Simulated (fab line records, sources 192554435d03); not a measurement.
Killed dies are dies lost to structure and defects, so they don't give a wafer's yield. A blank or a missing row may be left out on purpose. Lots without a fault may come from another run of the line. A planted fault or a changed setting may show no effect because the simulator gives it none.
The tool behind it: which one? ; flow n5Finfet ; 23 lots, 69 wafers sampled, at 5 steps of a route of 1938

## WHAT THE GAUGES READ, wafer by wafer
N5_BEOL_M11_CD_MEAS_28 targets a cd of 70 nm. Usual: 70.0 nm for cdNm, sd 1.2.
lot;measured;on;cdNm (nm);flag
L074;day 10 03:46;cdSem-02;69.9 71.1 68.0;
L076;day 10 11:26;cdSem-01;70.8 70.5 71.7;
L075;day 10 14:47;cdSem-02;70.1 69.8 70.5;
L077;day 10 17:43;cdSem-03;70.1 68.6 70.1;
L078;day 11 11:40;cdSem-03;71.4 71.4 70.9;
L080;day 12 00:02;cdSem-03;69.5 69.0 69.3;
L079;day 11 23:52;cdSem-01;70.8 70.5 70.3;
L081;day 12 06:56;cdSem-01;68.1 68.6 67.7;
L083;day 12 17:28;cdSem-02;69.2 69.3 69.1;
L084;day 12 17:00;cdSem-01;69.8 69.3 68.9;
L085;day 13 14:05;cdSem-01;69.9 70.9 69.1;
L087;day 13 16:26;cdSem-01;71.5 70.7 71.2;
L086;day 13 23:44;cdSem-03;68.9 70.4 69.8;
L089;day 13 23:54;cdSem-02;70.5 70.3 70.6;
L088;day 14 20:32;cdSem-02;70.6 69.9 70.9;
L090;day 14 22:39;cdSem-01;68.3 68.4 70.1;
L092;day 15 02:48;cdSem-02;70.0 69.3 69.5;
L091;day 15 03:14;cdSem-03;68.5 69.9 69.4;
L093;day 15 22:21;cdSem-02;71.8 69.2 70.6;
L094;day 16 03:51;cdSem-03;73.4 73.4 73.0;
L097;day 16 07:44;cdSem-02;70.4 70.2 70.1;
L096;day 16 11:41;cdSem-02;70.0 68.8 69.5;
L095;day 16 11:31;cdSem-02;70.7 71.0 70.1;

N5_BEOL_M11_OVL_MEAS_29. Usual: for V10_OVL the level is 0.2 nm and the standard deviation is 0.77.
lot;measured;on;V10_OVL (nm);flag
L074;day 10 03:47;overlay-02;0.3 1.3 0.3;
L076;day 10 11:28;overlay-02;0.5 0.3 0.8;
L075;day 10 14:49;overlay-02;1.1 0.8 1.2;
L077;day 10 17:45;overlay-01;0.7 1.3 1.3;
L078;day 11 11:42;overlay-02;0.0 0.4 1.0;
L080;day 12 00:04;overlay-02;-1.1 0.9 -1.1;
L079;day 11 23:53;overlay-02;0.2 -0.8 0.1;
L081;day 12 06:57;overlay-01;-0.1 -0.3 -0.2;
L083;day 12 17:29;overlay-02;0.2 -0.4 -0.1;
L084;day 12 17:02;overlay-02;0.2 -0.4 0.4;
L085;day 13 14:07;overlay-01;1.3 0.8 0.8;
L087;day 13 16:28;overlay-01;-1.2 -0.7 0.1;
L086;day 13 23:46;overlay-02;0.3 0.4 0.4;
L089;day 13 23:56;overlay-01;1.1 0.9 0.3;
L088;day 14 20:34;overlay-01;-0.6 0.0 0.1;
L090;day 14 22:41;overlay-01;-0.3 0.1 0.6;
L092;day 15 02:50;overlay-02;0.1 0.1 -0.4;
L091;day 15 03:16;overlay-01;0.9 -0.3 0.7;
L093;day 15 22:23;overlay-02;-0.2 -0.2 -0.7;
L094;day 16 03:53;overlay-02;-0.3 -0.6 -0.5;
L097;day 16 07:46;overlay-01;1.3 1.7 1.4;
L096;day 16 11:43;overlay-02;-0.9 0.0 -0.1;
L095;day 16 11:32;overlay-01;0.2 0.7 0.9;

## WHAT TOOL EACH LOT RAN ON (gives the tool, then ch and the chambers of the sampled wafers, and finally the start)
lot;N5_BEOL_M10_CMP_52;N5_BEOL_M11_STRIP_67;N5_BEOL_M11_HM_OPEN_17
L074;cmp-03 ch 1,2,3, day 9 22:25;rieDiel-06 ch 0,1,3, day 10 02:09;rieMetal-01 ch 0,1, day 10 02:11
L076;cmp-03 ch 0,2,3, day 10 06:11;rieDiel-06 ch 1,2,3, day 10 08:28;rieMetal-02 ch 0,1, day 10 08:30
L075;cmp-04 ch 1,2,3, day 10 08:06;rieDiel-06 ch 1,2,3, day 10 13:38;rieMetal-02 ch 0,1, day 10 13:40
L077;cmp-03 ch 2,3, day 10 14:22;rieDiel-01 ch 0,2, day 10 16:45;rieMetal-03 ch 0,1, day 10 16:47
L078;cmp-01 ch 0,1, day 11 02:52;rieDiel-01 ch 0,3, day 11 07:23;rieMetal-02 ch 0,1, day 11 07:25
L080;cmp-01 ch 0,2,3, day 11 14:22;rieDiel-06 ch 1,2,3, day 11 21:20;rieMetal-01 ch 0,1, day 11 21:24
L079;cmp-01 ch 2,3, day 11 14:53;rieDiel-02 ch 0,1,2, day 11 21:50;rieMetal-01 ch 0,1, day 11 21:53
L081;cmp-01 ch 0,3, day 12 02:53;rieDiel-01 ch 2,3, day 12 06:14;rieMetal-01 ch 0,1, day 12 06:18
L083;cmp-03 ch 0,1,2, day 12 11:25;rieDiel-02 ch 1,2,3, day 12 14:52;rieMetal-03 ch 0, day 12 14:54
L084;cmp-01 ch 0,2,3, day 12 12:37;rieDiel-06 ch 2,3, day 12 15:26;rieMetal-03 ch 0,1, day 12 15:29
L085;cmp-04 ch 0,3, day 13 09:20;rieDiel-06 ch 1,2,3, day 13 12:08;rieMetal-01 ch 0,1, day 13 12:11
L087;cmp-01 ch 0,3, day 13 13:11;rieDiel-02 ch 0,1,3, day 13 15:44;rieMetal-01 ch 0,1, day 13 15:46
L086;cmp-03 ch 0,1,2, day 13 16:23;rieDiel-01 ch 0,2,3, day 13 19:47;rieMetal-02 ch 0,1, day 13 19:49
L089;cmp-04 ch 0,1,2, day 13 16:53;rieDiel-06 ch 0,1,3, day 13 20:14;rieMetal-02 ch 0,1, day 13 20:17
L088;cmp-03 ch 0,2, day 14 16:58;rieDiel-02 ch 0,2, day 14 19:08;rieMetal-02 ch 0, day 14 19:11
L090;cmp-04 ch 1,2,3, day 14 19:04;rieDiel-06 ch 0,2,3, day 14 22:01;rieMetal-01 ch 0,1, day 14 22:05
L092;cmp-01 ch 0,2,3, day 14 23:28;rieDiel-01 ch 0,2,3, day 15 01:56;rieMetal-01 ch 0,1, day 15 01:59
L091;cmp-04 ch 2,3, day 14 23:48;rieDiel-06 ch 0,2,3, day 15 02:04;rieMetal-03 ch 0,1, day 15 02:06
L093;cmp-03 ch 0,1,2, day 15 19:07;rieDiel-02 ch 1,3, day 15 21:50;rieMetal-01 ch 0,1, day 15 21:53
L094;cmp-01 ch 0,2, day 15 23:11;rieDiel-02 ch 0,1,2, day 16 03:13;rieMetal-02 ch 0,1, day 16 03:16
L097;cmp-04 ch 0,1,2, day 16 00:44;rieDiel-06 ch 0,1,2, day 16 03:39;rieMetal-03 ch 0,1, day 16 03:41
L096;cmp-04 ch 0,2,3, day 16 04:58;rieDiel-01 ch 0,2, day 16 08:59;rieMetal-03 ch 0, day 16 09:02
L095;cmp-04 ch 2,3, day 16 05:17;rieDiel-06 ch 0,1,3, day 16 09:25;rieMetal-02 ch 0,1, day 16 09:29
- N5_BEOL_M10_CMP_52: polishes, stops on SiCOH lowk, t overpolish 7 s, target thk 140 nm.
- N5_BEOL_M11_STRIP_67: strips in CF4.
- N5_BEOL_M11_HM_OPEN_17: chemistry Cl2/BCl3, target TiN, target depth 20 nm, overetch 6 nm.

## AS READ BY THE TOOLS THEMSELVES (means over the sampled wafers that have a number; for cases with no such wafer, the mark the record gives instead)
N5_BEOL_M10_CMP_52. Usual: barrierFieldEndpointS 29.3 s, standard deviation 0.7; motorCurrentA 6.0 A, standard deviation 0.51; overpolishRunS 7.000 s, standard deviation 0.0096; timeToEndpointS 68 s, standard deviation 3.1.
lot;tool;barrierFieldEndpointS (s);motorCurrentA (A);overpolishRunS (s);timeToEndpointS (s);flag
L074;cmp-03;28.6;5.8;6.998;65;
L076;cmp-03;28.7;6.0;7.007;65;
L075;cmp-04;30.0;6.4;6.999;72;
L077;cmp-03;28.5;5.8;7.001;66;
L078;cmp-01;30.0;5.7;7.001;72;
L080;cmp-01;30.0;6.0;7.003;70;
L079;cmp-01;29.7;5.7;6.999;67;
L081;cmp-01;29.6;6.0;6.997;71;
L083;cmp-03;29.4;6.3;6.992;67;
L084;cmp-01;29.7;5.8;7.002;70;
L085;cmp-04;29.1;6.3;6.997;68;
L087;cmp-01;29.4;5.9;7.001;68;
L086;cmp-03;29.0;6.2;7.002;67;
L089;cmp-04;30.1;5.9;6.993;70;
L088;cmp-03;28.8;6.0;6.995;65;
L090;cmp-04;30.0;6.6;6.996;70;
L092;cmp-01;29.0;5.8;6.995;68;
L091;cmp-04;28.8;6.5;7.007;67;
L093;cmp-03;29.3;6.0;6.999;67;
L094;cmp-01;29.2;5.9;6.991;71;
L097;cmp-04;29.7;5.9;6.996;71;
L096;cmp-04;29.8;6.2;7.011;69;
L095;cmp-04;29.5;6.6;7.005;72;

N5_BEOL_M11_STRIP_67. Usual: chamberPressureMTorr 50.00 mTorr, standard deviation 0.046; drypumpMotorCurrentA 5.52 A, standard deviation 0.26; oesProductAu 0.80 a.u., standard deviation 0.086; rfVppV 271.3 V, standard deviation 1.4; showerheadPlenumPTorr 1.80 Torr, standard deviation 0.051; throttleValvePct 13.52 %, standard deviation 0.25.
lot;tool;chamberPressureMTorr (mTorr);drypumpMotorCurrentA (A);oesProductAu (a.u.);rfVppV (V);showerheadPlenumPTorr (Torr);throttleValvePct (%);flag
L074;rieDiel-06;49.97;5.66;0.74;270.9;1.81;13.64;
L076;rieDiel-06;50.02;5.54;0.75;272.4;1.83;13.51;
L075;rieDiel-06;49.99;5.54;0.75;271.5;1.83;13.51;
L077;rieDiel-01;49.95;5.64;0.71;271.4;1.80;13.99;
L078;rieDiel-01;50.02;5.24;0.80;271.4;1.77;13.70;
L080;rieDiel-06;49.99;5.54;0.74;271.5;1.83;13.54;
L079;rieDiel-02;50.01;5.53;0.86;271.3;1.79;13.29;
L081;rieDiel-01;50.01;5.34;0.87;271.7;1.81;13.68;
L083;rieDiel-02;49.94;5.61;0.78;269.8;1.75;13.49;
L084;rieDiel-06;49.98;5.57;0.74;272.7;1.86;13.45;
L085;rieDiel-06;50.01;5.53;0.73;272.6;1.83;13.55;
L087;rieDiel-02;50.00;5.35;0.81;270.6;1.75;13.49;
L086;rieDiel-01;50.01;5.42;0.83;270.8;1.78;13.68;
L089;rieDiel-06;50.00;5.65;0.81;271.3;1.80;13.50;
L088;rieDiel-02;50.02;5.35;0.85;272.3;1.81;13.24;
L090;rieDiel-06;50.01;5.70;0.81;272.6;1.83;13.43;
L092;rieDiel-01;50.02;5.45;0.81;271.6;1.78;13.72;
L091;rieDiel-06;50.01;5.71;0.80;271.3;1.83;13.44;
L093;rieDiel-02;50.04;5.44;0.74;270.0;1.71;13.69;
L094;rieDiel-02;49.96;5.52;0.81;270.6;1.78;13.38;
L097;rieDiel-06;50.00;5.53;0.86;271.2;1.80;13.46;
L096;rieDiel-01;49.99;5.65;0.83;271.4;1.79;13.69;
L095;rieDiel-06;50.02;5.65;0.88;271.0;1.80;13.35;

N5_BEOL_M11_HM_OPEN_17. Usual: chamberPressureMTorr 10.000 mTorr, standard deviation 0.0094; drypumpMotorCurrentA 5.3 A, standard deviation 0.44; mfcCl2Sccm 53.26 sccm, standard deviation 0.17; oesProductAu 0.64 a.u., standard deviation 0.065; throttleValvePct 22.07 %, standard deviation 0.29.
lot;tool;chamberPressureMTorr (mTorr);drypumpMotorCurrentA (A);mfcCl2Sccm (sccm);oesProductAu (a.u.);throttleValvePct (%);flag
L074;rieMetal-01;10.007;5.0;53.28;0.68;21.81;
L076;rieMetal-02;10.001;5.7;53.28;0.66;22.06;
L075;rieMetal-02;10.001;5.6;53.44;0.65;22.07;
L077;rieMetal-03;9.998;5.5;53.08;0.55;22.55;
L078;rieMetal-02;10.001;5.6;53.40;0.66;22.07;
L080;rieMetal-01;9.998;4.9;53.29;0.64;21.90;
L079;rieMetal-01;9.992;4.9;53.06;0.65;21.90;
L081;rieMetal-01;9.995;4.9;53.28;0.64;21.92;
L083;rieMetal-03;9.994;4.8;53.12;0.58;22.16;
L084;rieMetal-03;10.004;5.2;53.44;0.57;22.34;
L085;rieMetal-01;9.997;5.0;53.23;0.67;21.81;
L087;rieMetal-01;9.992;4.9;53.21;0.64;21.92;
L086;rieMetal-02;10.003;5.6;53.21;0.63;22.09;
L089;rieMetal-02;10.007;5.6;53.21;0.64;22.08;
L088;rieMetal-02;10.001;5.5;53.65;0.63;22.20;
L090;rieMetal-01;9.999;5.0;53.24;0.66;21.83;
L092;rieMetal-01;10.002;4.9;53.12;0.63;21.93;
L091;rieMetal-03;9.998;5.5;53.20;0.75;22.48;
L093;rieMetal-01;10.002;4.9;53.13;0.63;21.93;
L094;rieMetal-02;10.001;5.8;53.23;0.62;21.99;
L097;rieMetal-03;10.006;5.2;53.18;0.65;22.34;
L096;rieMetal-03;9.996;4.8;53.47;0.57;22.19;
L095;rieMetal-02;10.011;5.7;53.33;0.63;22.09;

## THE ANSWER, worked out from the rows above alone
Rule: a lot is off if the mean of its wafers that have a number lies more than 3 standard deviations from the usual mean. Also off: a lot with no number at a reading for which 4 or more lots have one. All remaining lots with rows at the step are treated as sound. The gauges are gone through in route order, then the tools' own readings, and for those a lot's mean is taken as printed above. At the first step where some lot is off, the reading lying furthest off is the one used; lots without a number count as furthest.
No lot is off on any of the readings shown, so nothing can be concluded from this.

## WHAT WAS PUT IN BY THE SIMULATOR
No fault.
